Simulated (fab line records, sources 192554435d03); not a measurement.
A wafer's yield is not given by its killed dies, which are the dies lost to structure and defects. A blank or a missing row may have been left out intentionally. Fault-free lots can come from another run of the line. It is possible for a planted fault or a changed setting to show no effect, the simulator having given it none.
fab line records	flow n5Finfet
record: lots: 24	wafers: 72	lastDay: 20
route steps=1938 shown BEOL_M8@1366 BEOL_M9@1448
lots with no fault: from the same line, run without faults
startH: start of the lot's first displayed wafer, in hours after the record's first day	waitH: hours from the lot's prior step to this one	" the same as in the row above	L1.1+2: a row that stands for several wafers	- no value, or no start was given	* or withheld: withheld	< > ~ a bound
route shown NAME@n: NAME is a module with steps in the file, n the number in the route of the first one	usual: average and standard deviation across the fault-free wafers	same: alike in all rows	chamber/n: place in a boat	sites: readings site by site	_std_site: the values' standard deviation	_edge_site: outer sites' mean less inner sites'	radiusMm: how far each site lies from the wafer's centre	mask NAME#n: copy n	behind: tool/chamber where the wafer was last shaped	hold: the reason the lot was held/the length of the hold in hours/how it ended	device: whichever transistor did not switch (one of n, p or np)	end of line: the route-end tests of the same wafers	a step given without rows: its recipe and nothing more	killed: not the wafer's yield, but the dies lost to structure and defects at the first sort	map: a wafer's dies, marking killed ones x, the rest . and places with no die _
set.NAME: the setting as run; set.NAME@STEP: as run at that earlier step	model.NAME: the simulator's own value behind a step, which no gauge read
route steps across a sampled set of lots; one table per step, one row per wafer
services: from which hour (startH, from the record's first day; less than 0 if before it) a tool's chamber was out of use, for how many hours, and why
== steps ==
step: N5_BEOL_M8_OVL_MEAS_29
recipe: pointsPerWafer: 522
usual: V7_OVL: 0.6/0.66
lot.wafer	tool	chamber	startH	waitH	V7_OVL[nm]
L076.3	overlay-01	0	247.53	0.0	-0.4
L076.4	"	0	"	"	0.0
L076.5	"	0	"	"	-1.2
L078.1	overlay-02	0	257.80	0.0	0.8
L078.3	"	0	"	"	0.3
L078.5	"	0	"	"	1.2
L074.2	overlay-02	0	260.80	0.0	0.7
L074.3	"	0	"	"	-0.1
L074.4	"	0	"	"	0.7
L077.3	overlay-01	0	266.51	0.0	1.2
L077.4	"	0	"	"	1.0
L077.5	"	0	"	"	0.5
L079.3	overlay-01	0	268.51	0.0	-0.6
L079.4	"	0	"	"	0.6
L079.6	"	0	"	"	1.3
L080.2	overlay-02	0	268.91	0.0	1.0
L080.4	"	0	"	"	1.4
L080.6	"	0	"	"	0.4
L075.1	overlay-02	0	272.96	0.0	0.4
L075.4	"	0	"	"	1.5
L075.5	"	0	"	"	0.6
L081.2	overlay-02	0	289.62	0.0	0.5
L081.3	"	0	"	"	0.5
L081.5	"	0	"	"	0.9
L082.1	overlay-02	0	289.98	0.0	-0.6
L082.4	"	0	"	"	0.8
L082.6	"	0	"	"	-0.2
L083.1	overlay-02	0	291.89	0.0	-0.5
L083.2	"	0	"	"	0.5
L083.6	"	0	"	"	0.6
L086.2	overlay-02	0	316.09	0.0	0.4
L086.3	"	0	"	"	0.5
L086.4	"	0	"	"	0.3
L085.1	overlay-01	0	324.22	0.0	0.0
L085.3	"	0	"	"	0.0
L085.6	"	0	"	"	0.6
L084.2	overlay-01	0	324.33	0.0	0.7
L084.4	"	0	"	"	1.1
L084.5	"	0	"	"	0.6
L087.3	overlay-01	0	329.31	0.0	1.1
L087.4	"	0	"	"	1.2
L087.5	"	0	"	"	1.4
L088.3	overlay-02	0	341.28	0.0	1.3
L088.5	"	0	"	"	1.4
L088.6	"	0	"	"	-1.1
L089.1	overlay-01	0	341.31	0.0	-0.1
L089.3	"	0	"	"	0.7
L089.4	"	0	"	"	2.0
L091.3	overlay-01	0	342.66	0.0	0.4
L091.4	"	0	"	"	0.2
L091.5	"	0	"	"	0.3
L094.2	overlay-01	0	352.93	0.0	0.0
L094.3	"	0	"	"	0.0
L094.6	"	0	"	"	0.0
L090.1	overlay-02	0	352.97	0.0	1.5
L090.2	"	0	"	"	-0.1
L090.6	"	0	"	"	0.2
L092.1	overlay-01	0	360.08	0.0	1.2
L092.3	"	0	"	"	0.3
L092.6	"	0	"	"	1.0
L093.3	overlay-02	0	365.01	0.0	0.7
L093.5	"	0	"	"	0.8
L093.6	"	0	"	"	0.6
L096.1	overlay-02	0	387.10	0.0	0.2
L096.2	"	0	"	"	1.2
L096.4	"	0	"	"	0.9
L095.1	overlay-02	0	387.27	0.0	0.5
L095.2	"	0	"	"	0.9
L095.3	"	0	"	"	2.1
L097.3	overlay-02	0	414.33	0.0	0.6
L097.5	"	0	"	"	1.2
L097.6	"	0	"	"	1.4
step: N5_BEOL_M8_STRIP_80
recipe: chemistry: N2/H2	timeS: 10	powerW: 450	tempC: 40	pressureMtorr: 20	rfFrequencyHz: 6e+07	biasPowerW: 7	n2FlowSccm: 200	h2FlowSccm: 200
usual: drypumpMotorCurrentA: 5.8/0.54	oesProductAu: 0.81/0.11	rfVppV: 59.2/0.93	showerheadPlenumPTorr: 2.56/0.096	throttleValvePct: 23.6/0.43
lot.wafer	tool	chamber	startH	waitH	drypumpMotorCurrentA	oesProductAu	rfHoursCounterH	rfVppV	showerheadPlenumPTorr	throttleValvePct
L076.3	rieDiel-03	1	-	-	6.0	0.74	184	59.8	2.63	24.4
L076.4	"	2	"	"	5.6	0.71	-	58.9	2.41	23.6
L076.5	"	0	"	"	4.9	0.90	-	58.8	2.49	23.2
L078.1	rieDiel-02	2	-	-	5.2	0.95	7	58.5	2.47	23.4
L078.3	"	1	"	"	5.5	0.69	241	58.9	2.51	24.1
L078.5	"	3	"	"	6.4	0.71	-	59.3	2.42	23.4
L074.2	rieDiel-03	1	-	-	6.0	0.74	192	61.2	2.63	24.4
L074.3	"	2	"	"	5.6	0.70	206	57.6	2.41	23.6
L074.4	"	1	"	"	6.0	0.74	-	59.3	2.63	24.4
L077.3	rieDiel-06	1	-	-	5.3	0.67	224	60.4	2.61	23.4
L077.4	"	2	"	"	6.2	0.66	245	59.0	2.61	24.0
L077.5	"	2	"	"	6.2	0.67	-	59.3	2.61	24.0
L079.3	rieDiel-02	1	-	-	5.5	0.69	246	59.4	2.51	24.1
L079.4	"	3	"	"	6.4	0.70	215	57.4	2.42	23.4
L079.6	"	1	"	"	5.5	0.69	-	59.3	2.51	24.1
L080.2	rieDiel-06	0	-	-	5.9	0.72	217	59.1	2.62	23.9
L080.4	"	2	"	"	6.2	0.66	-	58.8	2.61	24.0
L080.6	"	0	"	"	5.9	0.72	-	59.8	2.62	23.9
L075.1	rieDiel-03	2	-	-	5.6	0.71	211	60.0	2.40	23.6
L075.4	"	0	"	"	4.9	0.88	35	59.0	2.48	23.2
L075.5	"	0	"	"	4.9	0.88	-	59.6	2.48	23.2
L081.2	rieDiel-03	0	-	-	4.9	0.86	40	59.3	2.48	23.2
L081.3	"	1	"	"	6.0	0.73	203	59.2	2.63	24.4
L081.5	"	3	"	"	6.1	0.99	-	60.6	2.71	23.1
L082.1	rieDiel-03	2	-	-	5.6	0.69	217	58.3	2.40	23.6
L082.4	"	0	"	"	4.9	0.87	41	60.1	2.48	23.2
L082.6	"	0	"	"	4.9	0.86	-	60.5	2.48	23.2
L083.1	rieDiel-03	3	-	-	6.1	0.97	7	59.8	2.71	23.1
L083.2	"	2	"	"	5.6	0.69	218	57.5	2.40	23.6
L083.6	"	2	"	"	5.6	0.69	-	58.8	2.40	23.6
L086.2	rieDiel-06	0	-	-	5.9	0.70	238	59.9	2.61	23.9
L086.3	"	2	"	"	6.3	0.97	3	58.3	2.61	23.8
L086.4	"	3	"	"	6.8	0.94	12	58.7	2.60	23.4
L085.1	rieDiel-06	1	-	-	5.2	0.67	247	59.4	2.60	23.4
L085.3	"	0	"	"	5.9	0.70	239	60.1	2.61	23.9
L085.6	"	2	"	"	6.2	0.96	-	59.9	2.61	23.8
L084.2	rieDiel-03	3	-	-	6.1	0.94	19	59.3	2.70	23.1
L084.4	"	0	"	"	4.9	0.85	53	58.8	2.48	23.2
L084.5	"	0	"	"	4.9	0.85	-	57.6	2.48	23.2
L087.3	rieDiel-06	0	-	-	5.9	0.70	240	60.0	2.61	23.9
L087.4	"	2	"	"	6.2	0.96	6	59.1	2.61	23.8
L087.5	"	1	"	"	5.2	0.66	-	59.4	2.60	23.4
L088.3	rieDiel-03	3	-	-	6.1	0.93	24	59.6	2.70	23.1
L088.5	"	3	"	"	6.1	0.92	-	59.9	2.70	23.1
L088.6	"	0	"	"	4.9	0.84	-	59.9	2.48	23.2
L089.1	rieDiel-02	0	-	-	6.1	0.85	76	59.7	2.68	23.0
L089.3	"	1	"	"	5.5	0.92	18	59.4	2.50	24.0
L089.4	"	2	"	"	5.2	0.89	37	60.3	2.46	23.4
L091.3	rieDiel-03	3	-	-	6.1	0.93	25	59.1	2.70	23.1
L091.4	"	3	"	"	6.2	0.94	-	58.6	2.70	23.1
L091.5	"	0	"	"	4.8	0.85	-	59.8	2.47	23.2
L094.2	rieDiel-02	1	-	-	5.5	0.90	21	58.1	2.50	24.0
L094.3	"	3	"	"	6.4	0.69	246	58.2	2.40	23.4
L094.6	"	1	"	"	5.5	0.91	-	58.7	2.50	24.0
L090.1	rieDiel-06	2	-	-	6.2	0.92	16	59.0	2.60	23.8
L090.2	"	3	"	"	6.8	0.91	26	60.9	2.59	23.5
L090.6	"	2	"	"	6.2	0.93	-	60.5	2.60	23.8
L092.1	rieDiel-03	3	-	-	6.1	0.92	30	60.0	2.70	23.1
L092.3	"	1	"	"	6.0	0.72	226	58.4	2.62	24.5
L092.6	"	2	"	"	5.6	0.68	-	57.8	2.39	23.7
L093.3	rieDiel-03	0	-	-	4.9	0.84	66	58.1	2.47	23.3
L093.5	"	0	"	"	4.9	0.84	-	57.7	2.47	23.2
L093.6	"	3	"	"	6.1	0.91	-	60.0	2.69	23.1
L096.1	rieDiel-06	3	-	-	6.8	0.87	43	59.3	2.59	23.5
L096.2	"	1	"	"	5.2	0.92	12	60.1	2.59	23.3
L096.4	"	1	"	"	5.2	0.93	-	59.0	2.59	23.3
L095.1	rieDiel-03	1	-	-	5.9	0.72	237	59.2	2.61	24.5
L095.2	"	3	"	"	6.1	0.90	41	58.6	2.69	23.1
L095.3	"	0	"	"	4.9	0.83	74	58.9	2.47	23.2
L097.3	rieDiel-06	3	-	-	6.8	0.86	-	59.5	2.58	23.5
L097.5	"	3	"	"	6.8	0.86	-	58.5	2.58	23.5
L097.6	"	2	"	"	6.2	0.86	-	59.6	2.59	23.9
step: N5_BEOL_M8_RS_MEAS_57
recipe: thkMeasGauge: four-point-probe	reads: Cu_of_BEOL_M8_ECD_50+Co_of_BEOL_M8_CVD_78+TaN_of_BEOL_M8_ALD_77
usual: M8_RS: 0.281/0.0078
lot.wafer	tool	chamber	startH	waitH	M8_RS[ohm/sq]
L076.3	filmMetro-02	-	250.19	0.1	0.275
L076.4	"	-	"	"	0.293
L076.5	"	-	"	"	0.273
L078.1	filmMetro-02	-	260.56	0.1	0.270
L078.3	"	-	"	"	0.292
L078.5	"	-	"	"	0.282
L074.2	filmMetro-02	-	263.59	0.1	0.281
L074.3	"	-	"	"	0.293
L074.4	"	-	"	"	0.279
L077.3	filmMetro-01	-	269.69	0.1	0.287
L077.4	"	-	"	"	0.295
L077.5	"	-	"	"	0.293
L079.3	filmMetro-02	-	271.85	0.1	0.293
L079.4	"	-	"	"	0.283
L079.6	"	-	"	"	0.288
L080.2	filmMetro-02	-	272.13	0.1	0.289
L080.4	"	-	"	"	0.294
L080.6	"	-	"	"	0.286
L075.1	filmMetro-01	-	276.84	0.1	0.284
L075.4	"	-	"	"	0.266
L075.5	"	-	"	"	0.271
L081.2	filmMetro-01	-	292.59	0.1	0.270
L081.3	"	-	"	"	0.287
L081.5	"	-	"	"	0.281
L082.1	filmMetro-02	-	293.48	0.1	0.296
L082.4	"	-	"	"	0.274
L082.6	"	-	"	"	0.271
L083.1	filmMetro-02	-	295.05	0.1	0.279
L083.2	"	-	"	"	0.297
L083.6	"	-	"	"	0.293
L086.2	filmMetro-02	-	319.69	0.1	0.291
L086.3	"	-	"	"	0.284
L086.4	"	-	"	"	0.285
L085.1	filmMetro-02	-	327.21	0.1	0.274
L085.3	"	-	"	"	0.283
L085.6	"	-	"	"	0.274
L084.2	filmMetro-02	-	328.54	0.1	0.280
L084.4	"	-	"	"	0.269
L084.5	"	-	"	"	0.269
L087.3	filmMetro-01	-	334.09	0.1	0.277
L087.4	"	-	"	"	0.270
L087.5	"	-	"	"	0.269
L088.3	filmMetro-01	-	344.40	0.1	0.283
L088.5	"	-	"	"	0.285
L088.6	"	-	"	"	0.284
L089.1	filmMetro-02	-	344.73	0.2	0.279
L089.3	"	-	"	"	0.282
L089.4	"	-	"	"	0.280
L091.3	filmMetro-02	-	346.30	0.1	0.286
L091.4	"	-	"	"	0.289
L091.5	"	-	"	"	0.274
L094.2	filmMetro-01	-	356.65	0.1	0.278
L094.3	"	-	"	"	0.284
L094.6	"	-	"	"	0.282
L090.1	filmMetro-02	-	357.88	0.1	0.280
L090.2	"	-	"	"	0.285
L090.6	"	-	"	"	0.282
L092.1	filmMetro-02	-	364.14	0.1	0.280
L092.3	"	-	"	"	0.271
L092.6	"	-	"	"	0.293
L093.3	filmMetro-02	-	367.94	0.1	0.280
L093.5	"	-	"	"	0.280
L093.6	"	-	"	"	0.287
L096.1	filmMetro-01	-	390.80	0.1	0.284
L096.2	"	-	"	"	0.279
L096.4	"	-	"	"	0.283
L095.1	filmMetro-02	-	391.35	0.1	0.274
L095.2	"	-	"	"	0.291
L095.3	"	-	"	"	0.273
L097.3	filmMetro-01	-	418.64	0.1	0.279
L097.5	"	-	"	"	0.281
L097.6	"	-	"	"	0.271
step: N5_BEOL_M9_STRIP_80
recipe: chemistry: N2/H2	timeS: 10	powerW: 450	tempC: 40	pressureMtorr: 20	rfFrequencyHz: 6e+07	biasPowerW: 7	n2FlowSccm: 200	h2FlowSccm: 200
usual: drypumpMotorCurrentA: 5.7/0.37	oesProductAu: 0.82/0.089	rfVppV: 59.1/0.82	showerheadPlenumPTorr: 2.50/0.08	throttleValvePct: 23.71/0.28
lot.wafer	tool	chamber	startH	waitH	drypumpMotorCurrentA	oesProductAu	rfHoursCounterH	rfVppV	showerheadPlenumPTorr	throttleValvePct
L076.3	rieDiel-05	3	-	-	5.0	0.83	63	57.8	2.46	23.69
L076.4	"	1	"	"	5.9	0.86	73	59.9	2.68	24.13
L076.5	"	2	"	"	5.5	0.75	-	57.4	2.41	23.40
L078.1	rieDiel-04	0	-	-	5.8	0.68	246	58.1	2.51	24.08
L078.3	"	1	"	"	5.8	0.83	86	58.6	2.46	23.88
L078.5	"	2	"	"	5.5	0.76	-	59.0	2.42	23.19
L074.2	rieDiel-01	0	-	-	6.1	0.91	13	59.6	2.62	23.98
L074.3	"	1	"	"	6.1	0.70	227	60.2	2.61	23.72
L074.4	"	3	"	"	6.4	0.86	-	58.8	2.46	23.38
L077.3	rieDiel-05	2	-	-	5.5	0.74	169	58.4	2.41	23.41
L077.4	"	0	"	"	4.7	0.69	-	60.1	2.63	23.88
L077.5	"	1	"	"	5.9	0.84	-	59.7	2.68	24.15
L079.3	rieDiel-04	3	-	-	5.8	0.69	246	59.9	2.51	23.94
L079.4	"	1	"	"	5.8	0.83	90	58.6	2.46	23.91
L079.6	"	0	"	"	5.8	0.68	-	59.3	2.51	24.09
L080.2	rieDiel-01	3	-	-	6.3	0.86	58	58.8	2.46	23.40
L080.4	"	3	"	"	6.3	0.86	-	58.4	2.46	23.40
L080.6	"	1	"	"	6.2	0.70	-	59.3	2.61	23.70
L075.1	rieDiel-01	3	-	-	6.3	0.85	60	57.6	2.46	23.39
L075.4	"	2	"	"	5.1	0.82	70	58.9	2.58	23.54
L075.5	"	3	"	"	6.4	0.85	-	59.3	2.46	23.39
L081.2	rieDiel-04	2	-	-	5.5	0.74	167	58.6	2.42	23.22
L081.3	"	1	"	"	5.7	0.81	97	58.9	2.45	23.91
L081.5	"	1	"	"	5.8	0.83	-	59.2	2.46	23.90
L083.1	rieDiel-04	1	-	-	5.7	0.82	98	59.3	2.45	23.90
L083.2	"	2	"	"	5.5	0.74	168	60.1	2.42	23.23
L083.6	"	0	"	"	5.8	0.99	-	58.9	2.51	23.83
L082.1	rieDiel-05	2	-	-	5.5	0.72	177	59.5	2.41	23.43
L082.4	"	3	"	"	5.0	0.82	72	57.3	2.46	23.69
L082.6	"	3	"	"	4.9	0.82	-	59.1	2.46	23.69
L086.2	rieDiel-04	2	-	-	5.5	0.73	179	58.5	2.41	23.21
L086.3	"	0	"	"	5.8	0.93	11	59.3	2.50	23.83
L086.4	"	1	"	"	5.7	0.80	109	59.1	2.45	23.92
L085.1	rieDiel-04	3	-	-	5.9	0.98	2	57.9	2.50	23.68
L085.3	"	2	"	"	5.5	0.73	181	58.4	2.41	23.23
L085.6	"	3	"	"	5.8	0.98	-	59.4	2.50	23.68
L084.2	rieDiel-05	1	-	-	5.9	0.83	98	59.3	2.67	24.16
L084.4	"	2	"	"	5.5	0.73	186	58.7	2.40	23.43
L084.5	"	2	"	"	5.5	0.72	-	58.1	2.40	23.43
L087.3	rieDiel-04	1	-	-	5.8	0.80	111	58.2	2.45	23.92
L087.4	"	2	"	"	5.5	0.73	181	58.4	2.41	23.23
L087.5	"	0	"	"	5.8	0.91	-	59.6	2.50	23.83
L088.3	rieDiel-01	2	-	-	5.1	0.81	92	61.3	2.57	23.56
L088.5	"	2	"	"	5.1	0.79	-	58.8	2.57	23.56
L088.6	"	0	"	"	6.2	0.86	-	59.6	2.60	24.00
L089.1	rieDiel-04	0	-	-	5.8	0.91	19	59.9	2.50	23.83
L089.3	"	2	"	"	5.5	0.73	185	60.5	2.41	23.25
L089.4	"	1	"	"	5.7	0.79	116	58.6	2.45	23.92
L091.3	rieDiel-04	1	-	-	5.7	0.79	117	57.9	2.45	23.93
L091.4	"	0	"	"	5.8	0.91	20	60.6	2.50	23.83
L091.5	"	2	"	"	5.5	0.72	-	58.9	2.41	23.23
L094.2	rieDiel-04	3	-	-	5.8	0.94	10	58.9	2.50	23.71
L094.3	"	1	"	"	5.7	0.79	119	58.1	2.45	23.95
L094.6	"	3	"	"	5.8	0.95	-	59.1	2.50	23.68
L090.1	rieDiel-05	2	-	-	5.5	0.72	194	58.1	2.40	23.45
L090.2	"	3	"	"	4.9	0.81	90	58.3	2.45	23.72
L090.6	"	2	"	"	5.5	0.72	-	59.7	2.40	23.44
L092.1	rieDiel-04	1	-	-	5.8	0.79	122	58.9	2.44	23.92
L092.3	"	3	"	"	5.8	0.93	13	58.1	2.50	23.69
L092.6	"	0	"	"	5.8	0.89	-	59.6	2.50	23.82
L093.3	rieDiel-01	2	-	-	5.1	0.79	100	59.1	2.57	23.59
L093.5	"	1	"	"	6.2	0.99	-	61.1	2.59	23.36
L093.6	"	2	"	"	5.1	0.78	-	57.8	2.57	23.57
L096.1	rieDiel-04	2	-	-	5.5	0.72	198	59.6	2.40	23.26
L096.2	"	0	"	"	5.8	0.88	33	58.8	2.49	23.85
L096.4	"	3	"	"	5.8	0.92	21	60.2	2.50	23.71
L095.1	rieDiel-04	0	-	-	5.8	0.87	34	59.5	2.49	23.87
L095.2	"	1	"	"	5.8	0.78	129	58.3	2.44	23.95
L095.3	"	2	"	"	5.5	0.71	198	58.6	2.40	23.25
L097.3	rieDiel-04	1	-	-	5.7	0.78	139	59.7	2.44	23.96
L097.5	"	1	"	"	5.8	0.78	-	58.1	2.44	23.95
L097.6	"	3	"	"	5.9	0.90	-	59.1	2.49	23.73
step: N5_BEOL_M9_DEGAS_44
recipe: ambient: vacuum	tempC: 250	timeS: 60
usual: heaterPowerW: 328/40
lot.wafer	tool	chamber	startH	waitH	heaterPowerW
L076.3	pvdSputter-02	-	255.62	0.2	360
L076.4	"	-	"	"	325
L076.5	"	-	"	"	319
L078.1	pvdSputter-03	-	266.06	1.7	276
L078.3	"	-	"	"	339
L078.5	"	-	"	"	327
L074.2	pvdSputter-01	-	269.70	0.8	322
L074.3	"	-	"	"	361
L074.4	"	-	"	"	323
L077.3	pvdSputter-01	-	274.31	0.6	295
L077.4	"	-	"	"	325
L077.5	"	-	"	"	319
L079.3	pvdSputter-01	-	278.47	0.4	317
L079.4	"	-	"	"	287
L079.6	"	-	"	"	323
L080.2	pvdSputter-02	-	278.70	0.2	354
L080.4	"	-	"	"	440
L080.6	"	-	"	"	425
L075.1	pvdSputter-03	-	282.89	0.6	338
L075.4	"	-	"	"	423
L075.5	"	-	"	"	282
L081.2	pvdSputter-02	-	296.38	0.5	324
L081.3	"	-	"	"	359
L081.5	"	-	"	"	436
L083.1	pvdSputter-01	-	300.14	0.6	354
L083.2	"	-	"	"	319
L083.6	"	-	"	"	322
L082.1	pvdSputter-01	-	300.22	0.7	292
L082.4	"	-	"	"	309
L082.6	"	-	"	"	346
L086.2	pvdSputter-01	-	327.80	0.6	285
L086.3	"	-	"	"	312
L086.4	"	-	"	"	353
L084.2	pvdSputter-01	-	335.30	0.2	299
L084.4	"	-	"	"	356
L084.5	"	-	"	"	288
L085.1	pvdSputter-01	-	335.38	0.3	323
L085.3	"	-	"	"	359
L085.6	"	-	"	"	285
L087.3	pvdSputter-01	-	337.27	0.2	313
L087.4	"	-	"	"	286
L087.5	"	-	"	"	285
L088.3	pvdSputter-03	-	353.21	1.3	315
L088.5	"	-	"	"	430
L088.6	"	-	"	"	336
L089.1	pvdSputter-03	-	353.45	0.6	287
L089.3	"	-	"	"	313
L089.4	"	-	"	"	422
L091.3	pvdSputter-01	-	354.71	0.4	296
L091.4	"	-	"	"	359
L091.5	"	-	"	"	292
L094.2	pvdSputter-03	-	361.04	0.5	313
L094.3	"	-	"	"	276
L094.6	"	-	"	"	279
L090.1	pvdSputter-01	-	363.34	0.6	325
L090.2	"	-	"	"	347
L090.6	"	-	"	"	321
L092.1	pvdSputter-01	-	370.31	0.4	290
L092.3	"	-	"	"	315
L092.6	"	-	"	"	321
L093.3	pvdSputter-01	-	372.85	0.3	355
L093.5	"	-	"	"	318
L093.6	"	-	"	"	318
L096.1	pvdSputter-01	-	396.12	0.3	356
L096.2	"	-	"	"	289
L096.4	"	-	"	"	314
L095.1	pvdSputter-01	-	399.08	0.3	358
L095.2	"	-	"	"	324
L095.3	"	-	"	"	322
L097.3	pvdSputter-01	-	424.25	0.5	293
L097.5	"	-	"	"	319
L097.6	"	-	"	"	318
step: N5_BEOL_M9_SURFACE_TREAT_79
recipe: gas: Ar	timeS: *	ionEnergyEv: *	ionCurrentMaCm2: 0.5	pressureMtorr: *	arFlowSccm: 30
usual: throttleValvePct: *
lot.wafer	tool	chamber	startH	waitH	throttleValvePct
L076.3	pvdSputter-02	-	256.16	0.3	*
L076.4	"	-	"	"	*
L076.5	"	-	"	"	*
L078.1	pvdSputter-02	-	266.59	0.3	*
L078.3	"	-	"	"	*
L078.5	"	-	"	"	*
L074.2	pvdSputter-02	-	270.13	0.2	*
L074.3	"	-	"	"	*
L074.4	"	-	"	"	*
L077.3	pvdSputter-03	-	274.78	0.2	*
L077.4	"	-	"	"	*
L077.5	"	-	"	"	*
L079.3	pvdSputter-03	-	278.90	0.2	*
L079.4	"	-	"	"	*
L079.6	"	-	"	"	*
L080.2	pvdSputter-03	-	279.26	0.2	*
L080.4	"	-	"	"	*
L080.6	"	-	"	"	*
L075.1	pvdSputter-03	-	283.35	0.2	*
L075.4	"	-	"	"	*
L075.5	"	-	"	"	*
L081.2	pvdSputter-02	-	296.82	0.2	*
L081.3	"	-	"	"	*
L081.5	"	-	"	"	*
L083.1	pvdSputter-03	-	300.62	0.2	*
L083.2	"	-	"	"	*
L083.6	"	-	"	"	*
L082.1	pvdSputter-03	-	300.66	0.2	*
L082.4	"	-	"	"	*
L082.6	"	-	"	"	*
L086.2	pvdSputter-03	-	328.32	0.3	*
L086.3	"	-	"	"	*
L086.4	"	-	"	"	*
L084.2	pvdSputter-01	-	335.72	0.2	*
L084.4	"	-	"	"	*
L084.5	"	-	"	"	*
L085.1	pvdSputter-01	-	335.84	0.2	*
L085.3	"	-	"	"	*
L085.6	"	-	"	"	*
L087.3	pvdSputter-03	-	337.98	0.5	*
L087.4	"	-	"	"	*
L087.5	"	-	"	"	*
L088.3	pvdSputter-02	-	353.64	0.2	*
L088.5	"	-	"	"	*
L088.6	"	-	"	"	*
L089.1	pvdSputter-03	-	353.84	0.2	*
L089.3	"	-	"	"	*
L089.4	"	-	"	"	*
L091.3	pvdSputter-02	-	355.19	0.2	*
L091.4	"	-	"	"	*
L091.5	"	-	"	"	*
L094.2	pvdSputter-01	-	361.47	0.2	*
L094.3	"	-	"	"	*
L094.6	"	-	"	"	*
L090.1	pvdSputter-01	-	363.75	0.2	*
L090.2	"	-	"	"	*
L090.6	"	-	"	"	*
L092.1	pvdSputter-03	-	371.15	0.5	*
L092.3	"	-	"	"	*
L092.6	"	-	"	"	*
L093.3	pvdSputter-02	-	373.32	0.2	*
L093.5	"	-	"	"	*
L093.6	"	-	"	"	*
L096.1	pvdSputter-02	-	396.69	0.3	*
L096.2	"	-	"	"	*
L096.4	"	-	"	"	*
L095.1	pvdSputter-01	-	399.46	0.2	*
L095.2	"	-	"	"	*
L095.3	"	-	"	"	*
L097.3	pvdSputter-01	-	424.79	0.3	*
L097.5	"	-	"	"	*
L097.6	"	-	"	"	*
== services ==
tool	chamber	startH	hours	kind
rieDiel-03	2	232.24	9.5	repair
rieDiel-06	-	234.94	0.5	repair
rieDiel-01	-	240.37	5.9	repair
rieDiel-03	3	245.80	5.4	repair
rieDiel-01	2	252.91	26.0	repair
rieDiel-01	-	253.32	6.4	repair
rieDiel-04	0	277.96	-	clean
rieDiel-04	0	277.96	-	consumableReplace:focusRing
rieDiel-04	0	277.96	19.5	scheduledDown
rieDiel-04	0	277.96	19.5	ventCycle
rieDiel-04	3	297.44	-	clean
rieDiel-04	3	297.44	-	consumableReplace:focusRing
rieDiel-04	3	297.44	27.5	scheduledDown
rieDiel-04	3	297.44	27.5	ventCycle
rieDiel-01	0	301.70	3.2	repair
rieDiel-02	-	336.28	0.6	repair
pvdSputter-01	-	376.86	2.8	repair
rieDiel-01	0	378.42	9.6	repair
rieDiel-05	3	378.97	14.3	repair
rieDiel-05	0	379.15	1.6	repair
rieDiel-06	0	391.80	48.8	repair
rieDiel-04	0	399.11	26.0	repair
rieDiel-04	2	402.36	8.4	repair
rieDiel-06	1	404.37	14.4	repair
== key ==
fault none
